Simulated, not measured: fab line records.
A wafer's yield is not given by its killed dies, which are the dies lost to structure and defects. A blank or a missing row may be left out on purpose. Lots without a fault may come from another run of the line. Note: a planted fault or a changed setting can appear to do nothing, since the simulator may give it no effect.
fab line records ; flow n5_finfet
[record] lots = 4; wafers = 12; last_day = 17
route steps=1938 shown BEOL_M11@1578 BEOL_M12@1602 PASSIVATION@1936
lots untouched by any fault: they come from a run of this same line in which no faults occurred
start_h: the number of hours between the record's first day and the start of the first shown wafer of the lot ; wait_h: hours from the lot's prior step to this one ; " as in the row above ; L1.1+2: a row that stands for several wafers ; - value missing, or start not given ; * or withheld: withheld ; < > ~ a bound
route shown NAME@n: NAME is a module with steps in the file, n the number in the route of the first one ; usual: the fault-free wafers' mean and standard deviation ; same: alike in all rows ; chamber/n: place in a boat ; sites: the reading at each site ; _std_site: the values' standard deviation ; _edge_site: the outer-site mean with the inner-site mean subtracted ; radius_mm: how far each site lies from the wafer's centre ; mask NAME#n: copy n ; behind: the most recent tool/chamber to have shaped the wafer ; hold: reason for holding the lot/hours on hold/outcome of the hold ; device: the transistor (n, p or np) that didn't switch ; end of line: tests of these same wafers at the route's end ; for a step that has no rows: nothing shown but its recipe ; killed: the dies lost at the first sort to structure and to defects; this is not the yield of the wafer ; map: dies across one wafer; x = killed, . = not, _ = none there
set.NAME: the setting the step ran with; set.NAME@STEP: the setting that earlier step ran with ; model.NAME: the simulator's own value behind a step, which no gauge read
a table for each step, a row for each wafer; lots at some steps of the route
services: when a tool's chamber went out of use (start_h, in hours from the record's first day, below 0 if earlier), for how many hours, and the reason
[[steps]]
[step N5_BEOL_M11_TRENCH_ETCH_37]
[recipe] chemistry = C4F6/O2; target_depth_a = 1488.3; target = SiCOH_lowk; time_s = 48; ion_energy_ev = 250; pressure_mtorr = 30; source_w = 345; bias_w = 185; Ar_flow_sccm = 300; C4F6_flow_sccm = 10; O2_flow_sccm = 10
[step N5_BEOL_M11_ETCH_41]
[recipe] chemistry = CH3F/O2; target = SiCN; target_depth_a = 426; taper_deg = 2; time_s = 86; ion_energy_ev = 120; mask_material = TiN; pressure_mtorr = 30; source_w = 395; bias_w = 75; Ar_flow_sccm = 150; CH3F_flow_sccm = 30; O2_flow_sccm = 20
[step N5_BEOL_M11_STRIP_77]
[recipe] chemistry = N2/H2; time_s = 10; power_w = 450; temp_c = 40; pressure_mtorr = 20; rf_frequency_hz = 6e+07; bias_power_w = 7; n2_flow_sccm = 200; h2_flow_sccm = 200
[step N5_BEOL_M11_HM_STRIP_39]
[recipe] chemistry = peroxide_tin_strip; material = TiN; target_depth_a = 250; temp_c = 50; time_s = 158
[step N5_BEOL_M11_SRD_40]
[recipe] time_s = 30; temp_c = 23; rinse_liquid = diw; dry = ipa_marangoni
[step N5_BEOL_M11_PRECLEAN_42]
[recipe] chemistry = residue_remover; time_s = 60; temp_c = 40
[step N5_BEOL_M11_SRD_43]
[recipe] time_s = 30; temp_c = 23; rinse_liquid = diw; dry = ipa_marangoni
[step N5_BEOL_M11_CURE_72]
[recipe] temp_c = 370; time_s = 120; ambient = DMADMS/He; material = SiCOH_lowk
[step N5_BEOL_M11_DEGAS_44]
[recipe] ambient = vacuum; temp_c = 250; time_s = 60
[step N5_BEOL_M11_PRE_CLEAN_45]
[recipe] gas = H2/He; time_s = 30; temp_c = 250
[step N5_BEOL_M11_ALD_74]
[recipe] material = TaN; target_thk_a = 20; temp_c = 275; ald_precursor_family = PDMAT; ald_co_reactant = NH3; pressure_torr = 3; carrier_flow_sccm = 1500; pulse_time_s = 2; purge_time_s = 3; co_reactant_purge_time_s = 2; co_reactant_pulse_time_s = 3; ald_cycles = 40; precursor_vessel_temp_c = 75; precursor_vessel_pressure_torr = 26.25; precursor_vessel_carrier_sccm = 1000
[usual] heater_power_w = 426/41; precursor_vessel_temp_c = 75.00/0.12; susceptor_temp_C = 274.98/0.17
lot.wafer;tool;chamber;start_h;wait_h;heater_power_w;precursor_vessel_temp_c;susceptor_temp_C
L257.2;ald_metal-04;3;257.06;0.0;472;75.00;274.98
L257.4;ald_metal-04;0;257.06;0.0;437;75.07;275.01
L257.6;ald_metal-04;1;257.06;0.0;417;75.08;274.95
L269.3;ald_metal-04;3;331.33;0.3;462;75.08;275.26
L269.4;ald_metal-04;0;331.33;0.3;414;75.10;275.14
L269.5;ald_metal-04;1;331.33;0.3;423;74.84;274.80
L274.1;ald_metal-04;3;355.48;0.1;461;74.80;275.11
L274.3;ald_metal-04;1;355.48;0.1;416;74.96;274.87
L274.6;ald_metal-04;2;355.48;0.1;424;74.95;274.92
L275.2;ald_metal-04;2;364.25;0.3;427;74.85;275.28
L275.4;ald_metal-04;1;364.25;0.3;424;75.03;274.92
L275.6;ald_metal-04;3;364.25;0.3;470;74.91;274.83
[step N5_BEOL_M11_SURFACE_TREAT_76]
[recipe] gas = Ar; time_s = *; ion_energy_ev = *; ion_current_ma_cm2 = 0.5; pressure_mtorr = *; ar_flow_sccm = 30
[step N5_BEOL_M11_CVD_75]
[recipe] material = Co; target_thk_a = 20; temp_c = withheld; precursor = CCTBA/H2; pressure_torr = 30; time_s = 138.9
[step N5_BEOL_M11_SPUTTER_48]
[recipe] material = Cu; target_thk_a = 120; temp_c = -20; bias_v = 60; power_w = 26000; chamber_pressure_pa = 0.13; time_s = 2
[step N5_BEOL_M11_ECD_50]
[recipe] material = Cu; target_thk_a = 3180
[step N5_BEOL_M11_ANNEAL_51]
[recipe] temp_c = 225; time_s = 90; ambient = N2
[step N5_BEOL_M11_CMP_52]
[recipe] stop_on = SiCOH_lowk; t_overpolish_s = 7; down_force_psi = 1; platen_rpm = 50; clearing_platen_down_force_psi = 1.5; clearing_platen_rpm = 50; post_cmp_clean = cu_alkaline; target_thk_nm = 140; clearing_platen_pad_velocity_m_s = 0.99484; pad_velocity_m_s = 0.99484
[step N5_BEOL_M11_PRE_CLEAN_55]
[recipe] gas = NH3; time_s = 15; temp_c = withheld; rf_power_w = 300
[step N5_BEOL_M11_DEP_56]
[recipe] material = SiCN; target_thk_a = 300; temp_c = withheld; precursor = 3MS/NH3; pressure_torr = 3; rf_w = 675; time_s = 10.5
[step N5_BEOL_M12_ILD_DEP_00]
[recipe] material = SiOC; target_thk_a = 6589.2; temp_c = 350; precursor = DEMS/O2; pressure_torr = 5; rf_w = 500; time_s = 130.7
[step N5_BEOL_M12_COAT_58]
[recipe] resist = BARC; temp_c = 205; time_s = 60; spin_rpm = 1500; resist_thk_nm = 89
[step N5_BEOL_M12_COAT_04]
[recipe] spin_rpm = 1625; resist_thk_nm = 400
[step N5_BEOL_M12_EBR_06]
[recipe] solvent = PGMEA; ebr_width_mm = 1.5
[step N5_BEOL_M12_SOFTBAKE_05]
[recipe] temp_c = 130; time_s = 60
[step N5_BEOL_M12_EXPOSE_07]
[recipe] mask_id = V11; na = 0.93; source_shape = conventional; sigma_outer = 0.6; polarization = unpolarized; attpsm_phase_deg = 180; dose_mj = 32.5
[step N5_BEOL_M12_PEB_08]
[recipe] peb_temp_c = 130; peb_time_s = 90
[step N5_BEOL_M12_DEVELOP_09]
[recipe] develop_time_s = 45; rinse_liquid = diw; dry = air_spin; dev_temp_c = 21
[step N5_BEOL_M12_HARDBAKE_14]
[recipe] temp_c = 130; time_s = 120
[step N5_BEOL_M12_DESCUM_15]
[recipe] chemistry = O2; time_s = 7.9; source_power_w = 50; bias_power_w = 20; pressure_mtorr = 20; rf_frequency_hz = 2.712e+07; temp_c = 40; o2_flow_sccm = 225
[step N5_BEOL_M12_ETCH_59]
[recipe] chemistry = N2/H2; target = BARC; target_depth_a = 890; overetch_a = 267; time_s = 67.9; ion_energy_ev = 200; pressure_mtorr = 30; source_w = 840; bias_w = 150; n2_flow_sccm = 200; h2_flow_sccm = 200
[step N5_BEOL_M12_VIA_ETCH_16]
[recipe] chemistry = C4F8/O2/Ar; target = SiOC; pressure_mtorr = 30; source_w = 3000; bias_w = 700; Ar_flow_sccm = 400; C4F8_flow_sccm = 15; O2_flow_sccm = 8; he_inner_torr = 15; he_outer_torr = 30; target_depth_a = 7248; time_s = withheld; ion_energy_ev = 250; ends = cleared
[step N5_BEOL_M12_STRIP_63]
[recipe] chemistry = N2/H2; power_w = 1000; temp_c = 250; h2_frac = 0.65; overash_fraction = 0.3; pressure_mtorr = 1000; n2_flow_sccm = 1750; h2_flow_sccm = 3250
[step N5_BEOL_M12_STRIP_64]
[recipe] chemistry = N2/H2; power_w = 1000; temp_c = 250; h2_frac = 0.65; overash_fraction = 0.3; pressure_mtorr = withheld; n2_flow_sccm = 1750; h2_flow_sccm = 3250
[step N5_PASSIVATION_PROBE_49]
[usual] defect_limited_yield = 90.9/1.5; killed_at_M0_to_M3 = 36/9.9; killed_at_M4_up = 13/4.5; killed_at_contacts = 13/6.4; killed_at_front_end = 42/12; killed_at_other = 3.4/3; killed_dies = 107/18; killed_on_rim = 14/4.3; killed_open = 69/13; killed_short = 35/8.2; sort_bin_5_function = 5.3/1.1; sort_bin_6_memory = 3.4/0.69; sort_n_pass = 1073/18; sort_yield_pct = 90.9/1.5
[same] gross_dies = 1180; killed_at_back_side = 0; sort_bin_4_leakage[%] = 0; sort_bin_8_speed[%] = 0
lot.wafer;tool;chamber;start_h;wait_h;defect_limited_yield[%];killed_at_M0_to_M3;killed_at_M4_up;killed_at_contacts;killed_at_front_end;killed_at_other;killed_dies;killed_on_rim;killed_open;killed_short;sort_bin_5_function[%];sort_bin_6_memory[%];sort_n_pass;sort_yield_pct[%]
L274.1;prober-02;-;394.94;0.0;84.0;32;98;21;36;2;189;23;73;26;10.8;3.8;991;84.0
L274.3;prober-02;-;395.04;0.1;85.1;35;72;7;58;4;176;33;81;38;7.9;5.3;1004;85.1
L274.6;prober-02;-;395.19;0.3;86.4;25;87;11;34;3;160;26;46;34;8.4;3.6;1020;86.4
L275.2;prober-02;-;407.28;0.1;84.2;31;105;26;24;1;187;22;72;27;9.6;4.6;993;84.2
L275.4;prober-02;-;407.38;0.2;87.5;25;66;20;31;5;147;23;74;20;8.1;3.0;1033;87.5
L275.6;prober-02;-;407.48;0.3;84.9;25;91;24;38;0;178;25;68;26;10.2;4.0;1002;84.9
// killed by level:class
L274.1 BEOL_M11:unspecified=87 MOL_CONTACT_COAG:geometric_particle:open=19 BEOL_M1:geometric_particle:open=8 BEOL_M3:geometric_particle:open=8 FIN_SAQP:geometric_particle:open=7 DUMMY_GATE:geometric_particle:open=6 GATE_CUT:geometric_particle:short=5 STARTING-WAFER:geometric_particle:open=5
L274.3 BEOL_M11:unspecified=57 FIN_SAQP:geometric_particle:open=17 FIN_SAQP:geometric_particle:short=12 BEOL_M3:geometric_particle:open=11 BEOL_M2:geometric_particle:open=10 STI_FIN_REVEAL:geometric_particle:open=8 BEOL_M4:geometric_particle:open=7 MOL_CONTACT_COAG:geometric_particle:open=6
L274.6 BEOL_M11:unspecified=79 MOL_CONTACT_COAG:geometric_particle:open=9 FIN_SAQP:geometric_particle:short=6 STI_FIN_REVEAL:geometric_particle:open=6 BEOL_M2:geometric_particle:open=6 BEOL_M0_SAQP:geometric_particle:short=6 FIN_SAQP:geometric_particle:open=5 ILD0:geometric_particle:short=4
L275.2 BEOL_M11:unspecified=86 MOL_CONTACT_COAG:geometric_particle:open=20 BEOL_M1:geometric_particle:open=10 BEOL_M0:geometric_particle:open=8 BEOL_M4:geometric_particle:open=6 FIN_SAQP:geometric_particle:short=5 MOL_CONTACT_COAG:geometric_particle:short=5 BEOL_M3:geometric_particle:open=5
L275.4 BEOL_M11:unspecified=50 MOL_CONTACT_COAG:geometric_particle:open=17 STI_FIN_REVEAL:geometric_particle:open=11 BEOL_M0_SAQP:geometric_particle:open=9 BEOL_M1:geometric_particle:open=7 FIN_SAQP:geometric_particle:short=5 BEOL_M2:geometric_particle:open=5 BEOL_M5:geometric_particle:open=5
L275.6 BEOL_M11:unspecified=82 MOL_CONTACT_COAG:geometric_particle:open=21 STI_FIN_REVEAL:geometric_particle:open=14 BEOL_M2:geometric_particle:open=10 BEOL_M0_SAQP:geometric_particle:short=5 STI_FIN_REVEAL:geometric_particle:short=4 DUMMY_GATE:geometric_particle:open=4 GATE_CUT:geometric_particle:short=4
// map L274.1 (x killed, . not)
_________________......xxxxxx________________
______________x.x....xxxxxxxxxx._____________
___________........x.xxxxxxxxxxxxx.__________
__________............xxxxxxxxxx...._________
________.............xxxxxxxxxxxx.x..._______
_______..x..........xxxxxxxxxxxx.x.....______
______...x...x.x.x.....xxxxxxxxx..x....x_____
_____.................xxxxxxxx...........____
____..........x...x...x.x.x.x...x.........___
___..............x.....xx.x..x.............__
___..x.................x......xx.x.........__
__.....x.............x.x...................._
__...xxx..x................................._
_...............x....x...................x...
_..x......x..............x.....xx.....x......
_...........xxx....................xx........
_................x......x........xxx........x
_.....................x......................
_.....................x..................x...
_...x.x...x.......x........x.x..........x....
_............................x..........x..x.
__.x............x..x....x.......x......x...._
__.x............x.........................x._
___..............x......x..............x...__
___.........x.....x...xx...............x...__
____.......x............x..x....x.........___
_____......x....x...............x........____
______...x........x.x......x........x.x._____
_______...........x...x................______
________...............x.......x......_______
__________..x......................._________
___________.....x...x..............__________
______________.................x_____________
_________________.x......x...________________
// map L275.2 (x killed, . not)
_________________x..xxxxxxxxx________________
______________...xx..xxxxxxxx..._____________
___________.....xxxxxxxxxxxxxx.....__________
__________........xxxxxxxxxxxxx..x.x_________
________.....x..x.xxxxxxxxxxxxx......._______
_______..........x.xxxxxxx.xxx.........______
______..xx.........x..xxxx..x.........x._____
_____........x...x..xxxxxxxx....x........____
____.........x.......xx.......x...........___
___..x.........x....x......x....x...x......__
___xx.......x.........x..x...x...x.........__
__..x.x..xx...x....x.......x.........x......_
__...............x......x.........x.....x.x._
_...x...............................x....x...
_..x...........x.....x...x......x............
_................x...............xx..........
_....x.x.................................x...
_........................x.........x.........
_......x........................x......x.....
_....................x....x.......x..........
_..................x...x.....................
__.........................................._
__...............x........x......x.....x...._
___...............................x........__
___...x.....x..........x...x..........x....__
____............x..xx..................x..___
_____x.......x.....................x.....____
______...x......x............xx.....xx.x_____
_______.........x............x.x...x.x.______
________.....x......................x._______
__________.x...x...................._________
___________......x....x...........x__________
______________.............xx..._____________
_________________............________________
[[services]]
tool;chamber;start_h;hours;kind
ald_metal-04;1;284.38;6.7;repair
[[key]]
[first_sign] step = N5_PASSIVATION_PROBE_49; reading = killed_at_M4_up; direction = up; sigmas = 17; usual = 13; struck = 86
[effect] step = N5_PASSIVATION_PROBE_49; reading = defect_limited_yield; direction = down; sigmas = 3.6; usual = 90.9; struck = 85.4
[more_kills_born_at] N5_BEOL_M11_ALD_74@ald_metal-04 = 441
met_at N5_BEOL_M11_ALD_74
struck_wafers L274.1,L274.3,L274.6,L275.2,L275.4,L275.6
onset_between 331.33 355.48
also_fits time
[earlier_fault] kind = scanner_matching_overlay; tool = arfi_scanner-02; chamber = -; onset_h = 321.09; steps = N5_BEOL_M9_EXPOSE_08; offset = 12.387
[fault] kind = chamber_particle_source; tool = ald_metal-04; chamber = -; onset_h = 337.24; steps = N5_BEOL_M11_ALD_74; rate_per_visit_cm2 = 0.48211
